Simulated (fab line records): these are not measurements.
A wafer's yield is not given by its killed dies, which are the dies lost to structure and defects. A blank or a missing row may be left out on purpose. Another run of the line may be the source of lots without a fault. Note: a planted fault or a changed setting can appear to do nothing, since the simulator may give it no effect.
Matching of chambers | flow nand-harc | NHARC_A_SGD_CUT_ETCHBACK_24 on rie-diel-01: 4 sister chambers
The step etches the open film in CH3F/O2, target depth 50 nm, time 92.857 s. 4 wafers are shown with their chamber, then 10 later ones without.

== WAFERS, EACH WITH ITS CHAMBER ==
wafer  | chamber | showerhead-plenum-p-Torr (Torr)
L085.3 | 0       | 2.46
L087.6 | 2       | 2.57
L089.1 | 3       | 2.49
L089.4 | 1       | 2.63

== WAFERS WITH NO CHAMBER GIVEN ==
wafer  | showerhead-plenum-p-Torr (Torr)
L089.5 | 2.49
L090.1 | 2.48
L090.3 | 2.63
L090.6 | 2.46
L092.2 | 2.57
L092.3 | 2.63
L092.4 | 2.48
L094.1 | 2.63
L094.4 | 2.56
L094.5 | 2.46

== WHICH CHAMBER EACH WENT THROUGH ==
wafer  | from the rows above     | in truth
L089.5 | 3                       | 3
L090.1 | can't be placed: 3 or 0 | 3
L090.3 | 1                       | 1
L090.6 | 0                       | 0
L092.2 | 2                       | 2
L092.3 | 1                       | 1
L092.4 | can't be placed: 3 or 0 | 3
L094.1 | 1                       | 1
L094.4 | 2                       | 2
L094.5 | 0                       | 0
Placed correctly: 8 of 10. Cannot be placed on the basis of these rows: 2; the candidates contain the true chamber in 2. Placed wrongly: 0.
How it was worked out, from the rows above alone: a wafer's distance from a chamber is the root of the sum, over the readings, of the square of ((its reading less the chamber's mean) divided by the reading's scatter). The wafer belongs to the nearest chamber; if the next one is less than 2 further off, it can't be placed. Each chamber's mean is taken over the wafers shown for it. The scatter: with one shown wafer a chamber, the root of the mean of the squares of how far each hidden wafer lies from its nearest shown one.
